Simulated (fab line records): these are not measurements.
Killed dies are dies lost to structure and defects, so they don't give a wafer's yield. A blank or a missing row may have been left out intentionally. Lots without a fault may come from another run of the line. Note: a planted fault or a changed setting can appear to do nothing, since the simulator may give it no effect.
Lot-split experiment | flow n5_finfet | route with 1938 steps; 7 lots, 39 wafers read

SPLIT DETAILS
At N5_SD_EPI_P_EPI_21 (deposits SiGe:B, time 355 s), the setting temp_c was moved away from the recipe's 550 C on 15 of the 39 wafers read, by -0.7% to +0.5%. All remaining wafers had this setting at the recipe value.

THE PATH FROM SPLIT TO READING: the file shows 1 step between them
- N5_SD_EPI_P_EPI_MEAS_23

THE READING
SiGe-B_of_SD_EPI_P_EPI_21.thk_nm (the simulator's own value, which no gauge read), in nm, at N5_SD_EPI_P_HM_STRIP_48 (strips SiNx in H3PO4, material SiNx, target depth 3 nm). The file gives no usual value for it. Here, 24 wafers ran the recipe; their average is 60.8 nm with a standard deviation of 0.61 nm.

wafer  | tool, chamber at the split | temp_c as run, C | against the recipe | SiGe-B_of_SD_EPI_P_EPI_21.thk_nm, nm | against lot-mates on the recipe
L077.1 | epi_rpcvd-03, 0            | 550              | recipe             | 60.6                                 | -
L077.2 | epi_rpcvd-03, 0            | 547.1            | -0.5%              | 57                                   | -3.5
L077.3 | epi_rpcvd-03, 0            | 547.1            | -0.5%              | 56.6                                 | -3.9
L077.4 | epi_rpcvd-03, 0            | 550              | recipe             | 60                                   | -
L077.5 | epi_rpcvd-03, 0            | 547.1            | -0.5%              | 56.8                                 | -3.7
L077.6 | epi_rpcvd-03, 0            | 550              | recipe             | 61                                   | -
L081.1 | epi_rpcvd-03, 0            | 550              | recipe             | 59.6                                 | -
L081.2 | epi_rpcvd-03, 0            | 550              | recipe             | 60.2                                 | -
L081.5 | epi_rpcvd-03, 0            | 550              | recipe             | 59.8                                 | -
L082.1 | epi_rpcvd-04, 0            | 546.2            | -0.7%              | 55.8                                 | -5.7
L082.2 | epi_rpcvd-04, 0            | 546.2            | -0.7%              | 56.6                                 | -4.9
L082.5 | epi_rpcvd-04, 0            | 546.2            | -0.7%              | 56.6                                 | -4.9
L082.3 | epi_rpcvd-04, 0            | 550              | recipe             | 61.4                                 | -
L082.4 | epi_rpcvd-04, 0            | 550              | recipe             | 61.2                                 | -
L082.6 | epi_rpcvd-04, 0            | 550              | recipe             | 61.8                                 | -
L083.1 | epi_rpcvd-04, 0            | 550              | recipe             | 61.8                                 | -
L083.2 | epi_rpcvd-04, 0            | 546.8            | -0.6%              | 57.6                                 | -3.5
L083.3 | epi_rpcvd-04, 0            | 546.8            | -0.6%              | 56.2                                 | -4.9
L083.4 | epi_rpcvd-04, 0            | 546.8            | -0.6%              | 57                                   | -4.1
L083.5 | epi_rpcvd-04, 0            | 550              | recipe             | 60.6                                 | -
L083.6 | epi_rpcvd-04, 0            | 550              | recipe             | 61                                   | -
L085.1 | epi_rpcvd-03, 0            | 552.9            | +0.5%              | 64.8                                 | +4.6
L085.2 | epi_rpcvd-03, 0            | 550              | recipe             | 60                                   | -
L085.3 | epi_rpcvd-03, 0            | 550              | recipe             | 60                                   | -
L085.4 | epi_rpcvd-03, 0            | 552.9            | +0.5%              | 64.2                                 | +4.0
L085.5 | epi_rpcvd-03, 0            | 552.9            | +0.5%              | 65                                   | +4.8
L085.6 | epi_rpcvd-03, 0            | 550              | recipe             | 60.6                                 | -
L090.1 | epi_rpcvd-04, 0            | 550              | recipe             | 61.4                                 | -
L090.2 | epi_rpcvd-04, 0            | 550              | recipe             | 60.8                                 | -
L090.3 | epi_rpcvd-04, 0            | 550              | recipe             | 61.2                                 | -
L090.4 | epi_rpcvd-04, 0            | 550              | recipe             | 61.2                                 | -
L090.5 | epi_rpcvd-04, 0            | 550              | recipe             | 61.2                                 | -
L090.6 | epi_rpcvd-04, 0            | 550              | recipe             | 61                                   | -
L092.1 | epi_rpcvd-04, 0            | 552.2            | +0.4%              | 63.2                                 | +2.3
L092.6 | epi_rpcvd-04, 0            | 552.2            | +0.4%              | 63.2                                 | +2.3
L092.2 | epi_rpcvd-04, 0            | 552.2            | +0.4%              | 64.4                                 | +3.5
L092.3 | epi_rpcvd-04, 0            | 550              | recipe             | 61.4                                 | -
L092.4 | epi_rpcvd-04, 0            | 550              | recipe             | 60.4                                 | -
L092.5 | epi_rpcvd-04, 0            | 550              | recipe             | 60.8                                 | -

THE FIT
A straight line over all 39 wafers: SiGe-B_of_SD_EPI_P_EPI_21.thk_nm changes by +6.94 nm for each +1% of temp_c; r = +0.97; the points scatter about the line by 0.58 nm.
The same after taking each lot's own level away (the mean of its wafers on the recipe; 39 wafers): +7.48 nm for each +1%; r = +0.99; scatter 0.42 nm.
The reading moves by 5.2 nm for the largest change in temp_c, on that fit.
From 59.87 to 61.47 nm: that is the span of the lots' own levels, equal to 2.6 times the standard deviation above.
So the lot-to-lot level changes the slope little: the two slopes agree.
Check: with one of the wafers moved furthest among these (-0.7%) left out of the fit, the line predicts -5.04 nm for it against its lot-mates. It came out at -5.67 nm against them.

OTHER SPLITS APPLIED TO THESE WAFERS
Other splits were also applied to these wafers ahead of the reading. Each is held against what the fit with the lots' levels taken away leaves over:
other split on the same wafers    | wafers away from the commonest value | r with SiGe-B_of_SD_EPI_P_EPI_21.thk_nm (lot level and that fit taken away)
N5_DUMMY_GATE_ETCH_32 time_s      | 15                                   | -0.07
N5_SD_EPI_N_LINER_46 target_thk_a | 15                                   | +0.01

THE WHOLE CHAIN: every reading that the file lists as answering this split, in the file's order
step                    | what it does                                           | reading                                                                           | change (the file's fit)              | r (the file's)
N5_SD_EPI_P_EPI_21      | deposits SiGe:B, time 355 s                            | SiGe-B_of_SD_EPI_P_EPI_21.thk_nm (the simulator's own value, which no gauge read) | +7.34 nm for each +1% of the setting | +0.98
N5_SD_EPI_P_EPI_MEAS_23 |                                                        | thk_nm                                                                            | withheld for each +1% of the setting | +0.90
N5_SD_EPI_P_HM_STRIP_48 | strips SiNx in H3PO4, material SiNx, target depth 3 nm | SiGe-B_of_SD_EPI_P_EPI_21.thk_nm (the simulator's own value, which no gauge read) | +7.45 nm for each +1% of the setting | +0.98

FILE'S OWN FIT
SiGe-B_of_SD_EPI_P_EPI_21.thk_nm changes by +7.45 nm for each +1% of temp_c, r = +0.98.
